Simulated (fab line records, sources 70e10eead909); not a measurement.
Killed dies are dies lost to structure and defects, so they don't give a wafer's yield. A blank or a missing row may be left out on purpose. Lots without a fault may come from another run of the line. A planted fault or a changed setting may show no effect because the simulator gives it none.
Which tool did it? | flow nand_harc | 6 lots, 18 wafers sampled, at 2 steps of a route of 1302

WHAT THE GAUGES READ, wafer by wafer
NHARC_THIN_TSV_THK_MEAS_02: measures by ir.
lot  | measured     | on            | thk_nm (nm)
L962 | day 23 18:28 | film_metro-02 | 3262 3072 3207
L968 | day 27 00:16 | film_metro-02 | 2941 3104 3174
L970 | day 26 20:37 | film_metro-01 | 2847 3254 3436
L974 | day 29 13:25 | film_metro-01 | 2889 3227 2809
L981 | day 32 01:50 | film_metro-01 | 3202 3021 2809
L984 | day 33 03:52 | film_metro-01 | 2981 3083 2818

WHICH TOOL RAN EACH LOT (tool, then ch and the chambers of the sampled wafers, then the start)
lot  | NHARC_P_M2_ETCH_15
L962 | rie_diel-02 ch 0,1,2, day 6 15:11
L968 | rie_diel-04 ch 0,1,2, day 9 04:04
L970 | rie_diel-04 ch 0,2,3, day 9 16:36
L974 | rie_diel-04 ch 0,1,3, day 11 13:56
L981 | rie_diel-02 ch 2,3, day 14 13:08
L984 | rie_diel-02 ch 0,1,2, day 15 21:02
- NHARC_P_M2_ETCH_15: etches the open film in C4F8/Ar, target depth 182.5 nm, time 91.2 s.

THE ANSWER, worked out from the rows above alone
Rule: what is usual is taken from the lots themselves. Put in order of their means at a reading, lots are off if they are a third of the lots or fewer, leave a main group of 4 or more, and stand apart from it by a gap of 3 or more times the standard deviation of the main group's means; of several such gaps the widest counts. A main group whose means are all the same, to the digits that the tables above print for the reading, isn't used. A lot without any number at a reading at which 4 lots or more have one is off too. The other lots that the step has rows for count as sound.
No lot is off at any reading shown: from this, nothing can be told.

WHAT THE SIMULATOR HAD PUT IN
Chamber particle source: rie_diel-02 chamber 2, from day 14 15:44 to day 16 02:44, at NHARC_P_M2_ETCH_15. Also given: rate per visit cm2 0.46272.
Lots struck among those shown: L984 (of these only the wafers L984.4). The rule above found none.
